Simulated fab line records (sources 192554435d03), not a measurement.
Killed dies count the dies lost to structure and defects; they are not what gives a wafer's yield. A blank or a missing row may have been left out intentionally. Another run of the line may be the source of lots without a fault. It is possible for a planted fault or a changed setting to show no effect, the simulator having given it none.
Which tool was responsible? | flow n5 finfet | 8 lots, 23 wafers sampled, at 5 steps of a route of 1938

== WHAT THE GAUGES SHOWED, per wafer ==
N5_BEOL_M4_RC_MEAS_101. Usual: DIBL_N 36.2 mV/V, standard deviation 1.2; DIBL_P 36.3 mV/V, standard deviation 1.3; IOFF_N 0.155 nA/um, standard deviation 0.019; IOFF_P 0.210 nA/um, standard deviation 0.029; ION_N 677 uA/um, standard deviation 8.6; ION_P 465 uA/um, standard deviation 6.8; SS_N 71.4 mV/dec, standard deviation 0.48; SS_P 73.2 mV/dec, standard deviation 0.53; VT_N 249.9 mV, standard deviation 2.4; VT_P -250 mV, standard deviation 3.2.
lot  | measured     | on        | DIBL_N (mV/V)  | DIBL_P (mV/V)  | IOFF_N (nA/um)    | IOFF_P (nA/um)    | ION_N (uA/um) | ION_P (uA/um) | SS_N (mV/dec)  | SS_P (mV/dec)  | VT_N (mV)         | VT_P (mV)      | flag
L203 | day 7 14:26  | prober-02 | 36.5 36.3 37.5 | 36.8 36.4 37.9 | 0.157 0.153 0.178 | 0.199 0.198 0.220 | 672 673 685   | 464 459 469   | 71.7 71.1 71.9 | 72.9 73.6 72.6 | 250.5 251.6 249.3 | -252 -250 -250 |
L204 | day 8 08:42  | prober-01 | 35.3 36.7 34.3 | 36.5 38.1 35.1 | 0.138 0.162 0.116 | 0.190 0.215 0.163 | 682 675 674   | 470 464 460   | 70.8 72.0 70.3 | 73.2 73.5 72.9 | 250.0 250.2 257.5 | -251 -249 -254 |
L206 | day 8 20:08  | prober-01 | 34.5 34.6 34.0 | 35.1 34.9 34.1 | 0.138 0.140 0.121 | 0.196 0.194 0.177 | 682 670 664   | 470 465 456   | 70.4 70.7 70.3 | 73.4 72.7 72.9 | 250.0 251.1 253.0 | -249 -251 -254 |
L208 | day 9 14:22  | prober-02 | 37.6 37.2 36.1 | 37.0 36.6 35.7 | 0.164 0.149 0.144 | 0.198 0.181 0.183 | 679 673 674   | 458 457 465   | 71.6 71.4 71.0 | 73.7 74.1 73.3 | 248.7 252.1 251.6 | -252 -253 -251 |
L212 | day 10 08:52 | prober-01 | 37.3 35.2 35.7 | 38.1 36.1 36.5 | 0.192 0.156 0.164 | 0.255 0.230 0.228 | 688 674 676   | 467 461 467   | 71.8 71.5 71.1 | 74.0 73.6 72.9 | 248.3 248.8 248.3 | -245 -245 -249 |
L213 | day 11 05:05 | prober-01 | 34.4 36.1 37.6 | 33.4 36.1 37.4 | 0.117 0.154 0.181 | 0.192 0.227 0.253 | 669 680 684   | 470 474 470   | 70.6 71.4 71.6 | 72.5 73.4 74.0 | 253.2 250.9 246.6 | -245 -247 -247 |
L214 | day 11 13:34 | prober-01 | 35.5 37.7 35.9 | 35.8 37.8 35.3 | 0.165 0.204 0.152 | 0.222 0.267 0.218 | 687 678 678   | 467 470 469   | 71.0 71.8 71.9 | 73.1 73.8 73.3 | 245.4 246.3 252.4 | -249 -248 -250 |
L219 | day 12 16:52 | prober-01 | 34.9 35.7      | 35.2 36.4      | 0.129 0.152       | 0.162 0.187       | 666 672       | 449 453       | 71.6 72.4      | 72.5 73.1      | 256.9 251.7       | -258 -254      |

== WHICH TOOL RAN EACH LOT (tool, then ch and the chambers of the sampled wafers, then the start) ==
lot  | N5_MOL_CONTACT_COAG_CMP_28   | N5_MOL_CONTACT_COAG_DESCUM_88     | N5_MOL_CONTACT_COAG_ALD_131      | N5_MOL_CONTACT_COAG_VIA_ETCH_46
L203 | cmp-03 ch 0,2,3, day 5 02:06 | rie diel-02 ch 0,2,3, day 5 04:04 | ald sin-01 ch 0,1,3, day 5 04:13 | rie diel-04 ch 0,1,2, day 5 04:32
L204 | cmp-01 ch 1,2,3, day 5 12:57 | rie diel-01 ch 1,2,3, day 5 15:09 | ald sin-03 ch 1,2,3, day 5 15:22 | rie diel-04 ch 0,3, day 5 15:37
L206 | cmp-02 ch 0,1,3, day 5 23:22 | rie diel-02 ch 1,2,3, day 6 00:36 | ald sin-01 ch 1,2, day 6 00:43   | rie diel-02 ch 1,2, day 6 01:20
L208 | cmp-03 ch 0,3, day 6 16:59   | rie diel-04 ch 0,1,2, day 6 18:44 | ald sin-03 ch 0,1,3, day 6 18:52 | rie diel-02 ch 0,2,3, day 6 19:15
L212 | cmp-03 ch 2,3, day 7 04:41   | rie diel-01 ch 0,2, day 7 07:43   | ald sin-01 ch 0,1,2, day 7 07:50 | rie diel-01 ch 0,2,3, day 7 08:11
L213 | cmp-02 ch 1,2,3, day 7 14:15 | rie diel-01 ch 0,1,3, day 7 15:32 | ald sin-03 ch 0,1,3, day 7 16:04 | rie diel-04 ch 0,1,2, day 7 16:26
L214 | cmp-03 ch 0,1,3, day 7 15:53 | rie diel-04 ch 0,1,2, day 7 18:14 | ald sin-01 ch 1,2,3, day 7 18:25 | rie diel-02 ch 0,1,2, day 7 18:45
L219 | cmp-03 ch 0,3, day 9 01:59   | rie diel-01 ch 0,3, day 9 03:29   | ald sin-03 ch 0,1, day 9 03:37   | rie diel-04 ch 2,3, day 9 03:59
- N5_MOL_CONTACT_COAG_CMP_28: polishes, stops on SiNx, t overpolish 0.85 s, target thk 14.522 nm.
- N5_MOL_CONTACT_COAG_DESCUM_88: chemistry O2, time 7 s.
- N5_MOL_CONTACT_COAG_ALD_131: deposits SiO2, target thk 5 nm, pulse time 1 s, co reactant pulse time 1 s.
- N5_MOL_CONTACT_COAG_VIA_ETCH_46: etches SiO2 in C4F6/O2, target depth 46 nm, overetch 9.2 nm, time 40 s.

== WHAT THE TOOLS THEMSELVES READ (means of the sampled wafers that have a number; where no wafer has one, the mark that the record gives instead) ==
N5_MOL_CONTACT_COAG_CMP_28. Usual: head pressure psi 4.150 psi, standard deviation 0.0088; motor current A 12.3 A, standard deviation 1.3; platen rpm 51.80 rpm, standard deviation 0.035; retaining ring pressure frac 1.000, standard deviation 0.0053; slurry flow ml min 150.0, standard deviation 0.52; time to endpoint s 5.6 s, standard deviation 2.1.
lot  | tool   | head pressure psi (psi) | motor current A (A) | platen rpm (rpm) | retaining ring pressure frac | slurry flow ml min | time to endpoint s (s) | flag
L203 | cmp-03 | 4.146                   | 12.7                | 51.78            | 1.002                        | 150.1              | 5.3                    |
L204 | cmp-01 | 4.152                   | 12.3                | 51.81            | 0.992                        | 150.0              | 4.5                    |
L206 | cmp-02 | 4.150                   | 11.3                | 51.85            | 1.001                        | 149.9              | 7.0                    |
L208 | cmp-03 | 4.141                   | 13.8                | 51.78            | 1.001                        | 149.9              | 7.6                    |
L212 | cmp-03 | 4.151                   | 12.9                | 51.80            | 0.999                        | 150.5              | 6.8                    |
L213 | cmp-02 | 4.155                   | 11.4                | 51.79            | 1.002                        | 149.5              | 3.0                    |
L214 | cmp-03 | 4.147                   | 12.7                | 51.79            | 0.998                        | 150.1              | 6.2                    |
L219 | cmp-03 | 4.145                   | 12.8                | 51.80            | 0.992                        | 149.8              | 6.5                    |

N5_MOL_CONTACT_COAG_DESCUM_88. Usual: drypump motor current A 5.5 A, standard deviation 0.31; oes product au 0.81 a.u., standard deviation 0.081; rf vpp V 243.7 V, standard deviation 1.2; showerhead plenum p Torr 2.13 Torr, standard deviation 0.056; throttle valve pct 20.41 %, standard deviation 0.17.
lot  | tool        | drypump motor current A (A) | oes product au (a.u.) | rf vpp V (V) | showerhead plenum p Torr (Torr) | throttle valve pct (%) | flag
L203 | rie diel-02 | 5.4                         | 0.74                  | 243.1        | 2.15                            | 20.48                  |
L204 | rie diel-01 | 5.9                         | 0.84                  | 244.2        | 2.14                            | 20.29                  |
L206 | rie diel-02 | 5.1                         | 0.78                  | 243.0        | 2.13                            | 20.43                  |
L208 | rie diel-04 | 5.5                         | 0.85                  | 242.7        | 2.09                            | 20.46                  |
L212 | rie diel-01 | 5.6                         | 0.87                  | 245.9        | 2.22                            | 20.19                  |
L213 | rie diel-01 | 5.6                         | 0.82                  | 244.7        | 2.14                            | 20.27                  |
L214 | rie diel-04 | 5.5                         | 0.83                  | 243.3        | 2.08                            | 20.48                  |
L219 | rie diel-01 | 5.5                         | 0.85                  | 243.8        | 2.12                            | 20.24                  |

N5_MOL_CONTACT_COAG_ALD_131. Usual: heater power outer w 43 W, standard deviation 4.1; heater power w 79 W, standard deviation 6.2; precursor pulse height rel 0.999, standard deviation 0.021; susceptor temp C 99.99 C, standard deviation 0.12.
lot  | tool       | heater power outer w (W) | heater power w (W) | precursor pulse height rel | susceptor temp C (C) | flag
L203 | ald sin-01 | 47                       | 86                 | 1.016                      | 99.92                |
L204 | ald sin-03 | 42                       | 77                 | 1.020                      | 99.84                |
L206 | ald sin-01 | 47                       | 85                 | 0.997                      | 100.11               |
L208 | ald sin-03 | 40                       | 74                 | 1.000                      | 100.01               |
L212 | ald sin-01 | 48                       | 85                 | 1.016                      | 100.01               |
L213 | ald sin-03 | 40                       | 74                 | 0.991                      | 100.03               |
L214 | ald sin-01 | 47                       | 85                 | 0.997                      | 99.95                |
L219 | ald sin-03 | 41                       | 74                 | 0.985                      | 100.07               |

N5_MOL_CONTACT_COAG_VIA_ETCH_46. Usual: C4F6_flow_sccm 10.00 sccm, standard deviation 0.032; bias w 454.8 W, standard deviation 1.3; drypump motor current A 5.5 A, standard deviation 0.31; mfc ar sccm 300.1 sccm, standard deviation 0.84; oes_o_777_au 0.81 a.u., standard deviation 0.077; oes product au 0.72 a.u., standard deviation 0.069; rf vpp V 1586 V, standard deviation 22; showerhead plenum p Torr 2.88 Torr, standard deviation 0.071; throttle valve pct 40.85 %, standard deviation 0.14.
lot  | tool        | C4F6_flow_sccm (sccm) | bias w (W) | drypump motor current A (A) | mfc ar sccm (sccm) | oes_o_777_au (a.u.) | oes product au (a.u.) | rf vpp V (V) | showerhead plenum p Torr (Torr) | throttle valve pct (%) | flag
L203 | rie diel-04 | 10.01                 | 455.2      | 5.5                         | 299.9              | 0.87                | 0.76                  | 1565         | 2.83                            | 40.85                  |
L204 | rie diel-04 | 10.00                 | 454.6      | 5.7                         | 300.1              | 0.84                | 0.74                  | 1577         | 2.87                            | 40.81                  |
L206 | rie diel-02 | 10.03                 | 454.6      | 5.2                         | 300.6              | 0.77                | 0.70                  | 1608         | 2.85                            | 40.94                  |
L208 | rie diel-02 | 10.00                 | 455.5      | 5.4                         | 300.6              | 0.74                | 0.65                  | 1601         | 2.90                            | 40.84                  |
L212 | rie diel-01 | 9.99                  | 455.3      | 5.7                         | 299.4              | 0.89                | 0.79                  | 1605         | 2.93                            | 40.75                  |
L213 | rie diel-04 | 10.01                 | 456.2      | 5.5                         | 299.8              | 0.83                | 0.73                  | 1565         | 2.82                            | 40.87                  |
L214 | rie diel-02 | 9.96                  | 454.7      | 5.3                         | 299.4              | 0.76                | 0.67                  | 1598         | 2.87                            | 41.01                  |
L219 | rie diel-04 | 9.97                  | 455.6      | 5.5                         | 300.1              | 0.85                | 0.76                  | 1568         | 2.88                            | 40.88                  |

== THE ANSWER, worked out from the rows above alone ==
Rule: lot off if the mean of its wafers having a number is beyond 3 standard deviations from the usual mean. A lot without any number at a reading at which 4 lots or more have one is off too. The other lots that the step has rows for count as sound. After the gauges, taken in route order, come the tools' own readings; for these a lot's mean is taken, as printed above. At the first step where some lot is off, the reading lying furthest off is the one used; lots without a number count as furthest.
No lot is off at any reading shown: from this, nothing can be told.

== WHAT WAS PUT IN BY THE SIMULATOR ==
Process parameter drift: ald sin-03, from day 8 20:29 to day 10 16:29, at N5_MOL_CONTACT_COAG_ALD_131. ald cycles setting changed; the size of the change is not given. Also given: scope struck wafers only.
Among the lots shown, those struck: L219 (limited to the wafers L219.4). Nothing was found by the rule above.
